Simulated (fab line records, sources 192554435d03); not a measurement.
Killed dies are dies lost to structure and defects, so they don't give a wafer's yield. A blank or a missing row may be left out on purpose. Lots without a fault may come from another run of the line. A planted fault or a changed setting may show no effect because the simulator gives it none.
A struck lot beside a sound one | flow n5_finfet | 14 steps out of a route of 1938
Sound: wafers L346.2, L346.4, L346.6. Struck: wafers L354.2, L354.3, L354.5. The cause comes at the end.
At each step with rows: each side's tool, then ch and its chambers, then its first start. Under that, the readings that differ: sound wafers | struck wafers | difference of the means | sigmas: that difference in standard deviations of wafers without a fault.
alike: readings whose means differ by less than 2 such deviations, and words and numbers that are the same on both sides. not compared: withheld readings, readings that some wafer has no value for, bounds like >300 that may hide the same value, and numbers for which the record gives no deviation and whose values overlap.
The two part at a step that has a row with sigmas, a row that says differs or no value, or rows on one side only. Numbers that don't overlap but have no deviation are shown without sigmas and don't part them. A reading that every wafer of one side lacks parts them only if that side has two wafers or more.

N5_BEOL_M12_THK_MEAS_50: measures by xrf.
  sound on film_metro-02, day 12 21:46; struck on film_metro-01, day 14 14:26
  alike: M12_THK
then, 1 step without rows for these wafers: N5_BEOL_M12_PRE_CLEAN_52 (time 15 s).
N5_BEOL_M12_DEP_53: deposits SiCN from 3MS/NH3, target thk 30 nm, time 10.5 s.
  sound on pecvd-03 ch 0,1,2, day 12 21:50; struck on pecvd-02 ch 0,1,2, day 14 14:30
  alike: showerhead_plenum_p_Torr, throttle_valve_pct
N5_BEOL_M12_RS_MEAS_54: measures by four-point-probe.
  sound on film_metro-01, day 12 21:53; struck on film_metro-01, day 14 14:34
  alike: M12_RS
N5_BEOL_M12_INSPECT_55: inspects for defects (darkfield).
  sound on defect_inspect-01, day 12 21:55; struck on defect_inspect-01, day 14 14:35
  alike: raw_defect_count
N5_BEOL_M13_ILD_DEP_00: deposits SiOC from DEMS/O2, target thk 837.92 nm, time 166.4 s.
  sound on pecvd-04 ch 0,2, day 12 21:57; struck on pecvd-04 ch 1,2, day 14 14:38
  alike: heater_power_w, showerhead_plenum_p_Torr, susceptor_temp_C, throttle_valve_pct
N5_BEOL_M13_THK_MEAS_01:
  sound on film_metro-02, day 12 22:06; struck on film_metro-01, day 14 14:47
  alike: M13_ILD_THK
then, 5 steps without rows for these wafers: N5_BEOL_M13_COAT_58 (time 60 s, resist thk 89 nm); N5_BEOL_M13_COAT_04 (resist thk 400 nm); N5_BEOL_M13_EBR_06; N5_BEOL_M13_SOFTBAKE_05 (time 60 s); N5_BEOL_M13_EXPOSE_07 (exposes mask V12).
N5_BEOL_M13_PEB_08: peb time 90 s.
  sound on litho_track-05 ch 0, day 12 22:17; struck on litho_track-05, day 14 15:06
  no value came back on the struck wafers for chill_plate_temp_C (C), exhaust_pa (Pa), heater_power_total_W (W); on the sound wafers chill_plate_temp_C (C) reads 23.17 23.04 23.12
then, 1 step without rows for these wafers: N5_BEOL_M13_DEVELOP_09 (develop time 45 s).

WHERE THEY PART
Only at N5_BEOL_M13_PEB_08, within this record.

WHY: what the simulator had put in
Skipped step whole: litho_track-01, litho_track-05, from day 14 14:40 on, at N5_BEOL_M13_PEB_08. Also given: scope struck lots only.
